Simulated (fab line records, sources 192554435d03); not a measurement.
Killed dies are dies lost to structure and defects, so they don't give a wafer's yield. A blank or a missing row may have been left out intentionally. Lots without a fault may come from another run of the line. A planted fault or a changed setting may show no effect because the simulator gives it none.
8D (eight disciplines) problem report, filled in by code | flow n5 finfet | the parts of the form that need people (team, actions taken, sign-off) are left out

== 1. WHAT IS WRONG ==
oes product au at N5_MIM_BOT_ETCH_ETCH_03 reads a mean of 1.39 a.u. on 1 wafer of 1 lot; wafers without a fault read 0.76 a.u. with a standard deviation of 0.12. Relative to the usual mean, that is a shift of +5.2 standard deviations.
The step: etches the open film in Cl2/BCl3, target depth 12 nm.
Earliest sighting: wafer L269.6 on rie metal-02 at day 15 22:25. The record has a number at this step for 32 wafers belonging to 11 lots. Rule for "out" (also "out of limits"): further than 4 standard deviations from the usual mean. The other wafers with a number count as sound.

== 2. WHAT IT IS; WHAT IT IS NOT ==
question                    | is                | is not
which readings at this step | oes product au    | drypump motor current A, throttle valve pct
which lots                  | L269              | L256, L258, L259, L260, L261, L262, L264, L274, L277, L279
which wafers of those lots  | L269.6            | L269.5
read on which tools         | rie metal-02      | rie metal-01, rie metal-03
when                        | from day 15 22:25 | up to then (22 sound wafers); but 9 sound wafers of L274, L277, L279 came after

== 3. WHAT RULES OUT EACH SUSPECT ==
Counting: if a tool at a process step up to the reading ran every lot that is out, it stays a suspect. Sound lots after the first of them don't rule it out here, since some wafers of a struck lot are sound.
- pvd sputter-03 at N5_MIM_TOP_DEGAS_04 (time 60 s): kept. It processed L269, the lot that is out, at day 15 20:52, and its most recent sound lot before then was L262 at day 13 07:04.
- rie metal-02 at N5_MIM_TOP_ETCH_ETCH_00 (etches TiN in Cl2/BCl3, target depth 38.5 nm): kept. It processed L269, the lot that is out, at day 15 21:37, and its most recent sound lot before then was L264 at day 14 11:29.
- rie metal-02 at N5_MIM_BOT_ETCH_ETCH_03 (etches the open film in Cl2/BCl3, target depth 12 nm): kept. It processed L269, the lot that is out, at day 15 22:25, and its most recent sound lot before then was L264 at day 14 12:29. Out on those wafers are its own readings of oes product au.
- Within rie metal-02 at N5_MIM_TOP_ETCH_ETCH_00, the wafers that are out were processed in chamber 0 and their sound lot-mates in chamber 1.
- Within rie metal-02 at N5_MIM_BOT_ETCH_ETCH_03, the wafers that are out were processed in chamber 1 and their sound lot-mates in chamber 0.
Left after counting: pvd sputter-03 at N5_MIM_TOP_DEGAS_04, rie metal-02 at N5_MIM_TOP_ETCH_ETCH_00, rie metal-02 at N5_MIM_BOT_ETCH_ETCH_03.

== 4. THE CAUSE (what the simulator had put in) ==
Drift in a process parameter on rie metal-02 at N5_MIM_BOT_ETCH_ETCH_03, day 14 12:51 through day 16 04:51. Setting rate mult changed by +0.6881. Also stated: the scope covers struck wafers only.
After counting, 3 suspects remain, this tool included.

== 5. THE EFFECT CHAIN, in route order ==
Rows list readings where the struck wafers' mean (over those with a number) sits beyond 3 standard deviations from the usual. Only readings for which the record gives a usual standard deviation are gone through. hours: the time from each lot's start at the first step in this table that gives one to its start at this step, as a median over the lots. sigmas: the change in usual standard deviations.
hours | step                    | reading        | usual     | on struck wafers | change | sigmas
0     | N5_MIM_BOT_ETCH_ETCH_03 | oes product au | 0.76 a.u. | 1.39             | +0.63  | +5.2
The process steps in it:
- N5_MIM_BOT_ETCH_ETCH_03: etches the open film in Cl2/BCl3, target depth 12 nm.

== 6. WHAT WOULD HAVE CAUGHT IT SOONER ==
In this record the first reading out of limits was taken at day 15 22:25, 34 hours after the fault began at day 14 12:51.
